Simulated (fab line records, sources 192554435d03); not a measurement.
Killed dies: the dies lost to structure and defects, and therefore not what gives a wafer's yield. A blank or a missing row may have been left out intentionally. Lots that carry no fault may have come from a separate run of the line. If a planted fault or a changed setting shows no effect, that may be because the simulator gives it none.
Matching of chambers -- flow n5-finfet -- cmp-03 running N5_BEOL_M10_CMP_52: 4 sister chambers
The step polishes, stops on SiCOH lowk, t overpolish 7 s, target thk 140 nm. 4 wafers are shown with their chamber, then 10 later ones without.

WAFERS PAIRED WITH THEIR CHAMBERS
wafer,chamber,motor-current-A (A)
L083.4,3,4.9
L088.2,0,6.1
L088.4,1,6.3
L091.5,2,6.4

WAFERS MISSING THEIR CHAMBER
wafer,motor-current-A (A)
L091.6,4.9
L093.2,5.7
L093.3,6.4
L093.4,5.0
L095.2,5.0
L095.5,6.3
L095.6,6.1
L097.3,4.9
L097.4,6.1
L097.5,4.9

EACH ONE'S CHAMBER
wafer,from the rows above,in truth
L091.6,3,3
L093.2,can't be placed: 0 or 1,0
L093.3,can't be placed: 2 or 1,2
L093.4,3,3
L095.2,3,3
L095.5,can't be placed: 1 or 2 or 0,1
L095.6,can't be placed: 0 or 1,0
L097.3,3,3
L097.4,can't be placed: 0 or 1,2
L097.5,3,3
5 of 10 placed correctly. Unplaceable from these rows: 5, with the true chamber sitting among the candidates in 4. Placed wrongly: 0.
How it was worked out, from the rows above alone: a wafer's distance from a chamber is the root of the sum, over the readings, of the square of ((its reading less the chamber's mean) divided by the reading's scatter). The wafer belongs to the nearest chamber; if the next one is less than 2 further off, it can't be placed. For every chamber, the mean is computed from those of its wafers that are shown. The scatter (one wafer shown for each chamber): square how far every hidden wafer sits from the nearest shown wafer, average those squares and take the square root.
